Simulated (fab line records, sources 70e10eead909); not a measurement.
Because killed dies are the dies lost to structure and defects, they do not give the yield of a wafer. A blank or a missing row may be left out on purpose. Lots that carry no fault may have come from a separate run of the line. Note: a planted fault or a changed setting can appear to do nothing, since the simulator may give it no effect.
A single fault, viewed from 2 desks    flow nand-harc    each desk has only its own numbers; what lay behind them comes last

== AT THE TOOL OWNER'S DESK: litho-track-01 ==
The tool's own readings at NHARC_P_M2_PEB_07 (peb time 65 s): means of the sampled wafers that have a number, for each lot that ran on this tool. Any lot whose mean is over 4 standard deviations away from the usual mean is out of limits and marked OUT; that distance is given in the brackets.
Columns: A = chill-plate-temp-C at NHARC_P_M2_PEB_07, usual 23.00 C; B = exhaust-pa at NHARC_P_M2_PEB_07, usual 45.0 Pa; C = heater-power-total-W at NHARC_P_M2_PEB_07, usual 156.6 W; D = plate-temp-C at NHARC_P_M2_PEB_07, usual 100.00 C
lot   first seen here  A      B     C                D
L422  day 6 14:23      22.92  44.7  157.0            100.07
L424  day 7 04:38      23.03  44.6  156.4            99.88
L428  day 7 16:38      22.91  44.9  157.1            100.07
L429  day 7 21:55      22.97  44.3  156.9            100.03
L431  day 8 12:17      23.08  45.6  156.8            100.04
L444  day 11 09:32     23.04  43.9  187.4 (+73) OUT  114.08 (+99 or more) OUT
L445  day 12 01:04     23.04  44.1  187.3 (+73) OUT  114.14 (+99 or more) OUT
This desk's finding: out of limits on L444, L445; first on L444, day 11 09:32 (heater-power-total-W at NHARC_P_M2_PEB_07). In limits: L422, L424, L428, L429, L431.

== THE METROLOGY DESK ==
What the gauges read, lot by lot, whatever tool the lot ran on: means of the sampled wafers that have a number. Any lot whose mean is over 4 standard deviations away from the usual mean is out of limits and marked OUT; that distance is given in the brackets.
Columns: A = thk-nm at NHARC_P_M1_THK_MEAS_24, usual 157.2 nm; B = cd-nm at NHARC_P_M2_CD_MEAS_09, usual 170.0 nm
lot   first seen here  A      B
L422  day 6 12:32      159.0  169.7
L423  day 6 16:03      155.8  169.8
L424  day 7 03:09      156.6  169.7
L428  day 7 14:49      158.8  170.3
L429  day 7 20:16      156.8  170.2
L431  day 8 10:49      158.3  169.7
L432  day 8 11:42      157.0  170.8
L433  day 9 00:30      158.1  170.3
L436  day 9 12:18      157.0  170.8
L435  day 9 12:56      158.0  169.9
L438  day 10 06:07     156.1  169.6
L444  day 11 08:04     156.7  205.6 (+59) OUT
L445  day 11 23:37     156.5  205.9 (+60) OUT
This desk's finding: out of limits on L444, L445; first on L444, day 11 09:37 (cd-nm at NHARC_P_M2_CD_MEAS_09). In limits: L422, L423, L424, L428, L429, L431, L432, L433, L436, L435, L438.

== BROUGHT TOGETHER ==
On L444, L445, at day 11 09:32, an alarm was possible from the tool owner's desk.
The metrology desk could have raised an alarm at day 11 09:37, on L444, L445.
On litho-track-01, each named lot ran NHARC_P_M2_PEB_07.

== WHAT THE SIMULATOR HAD PUT IN ==
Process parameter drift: litho-track-01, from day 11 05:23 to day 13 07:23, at NHARC_P_M2_PEB_07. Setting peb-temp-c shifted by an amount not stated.
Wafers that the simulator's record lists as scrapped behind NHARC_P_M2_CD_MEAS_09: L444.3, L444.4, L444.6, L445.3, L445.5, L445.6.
Struck lots among those shown: L444, L445.
Time in hours from fault onset to the first out-of-limits reading at each desk: tool owner's desk 4, metrology desk 4.
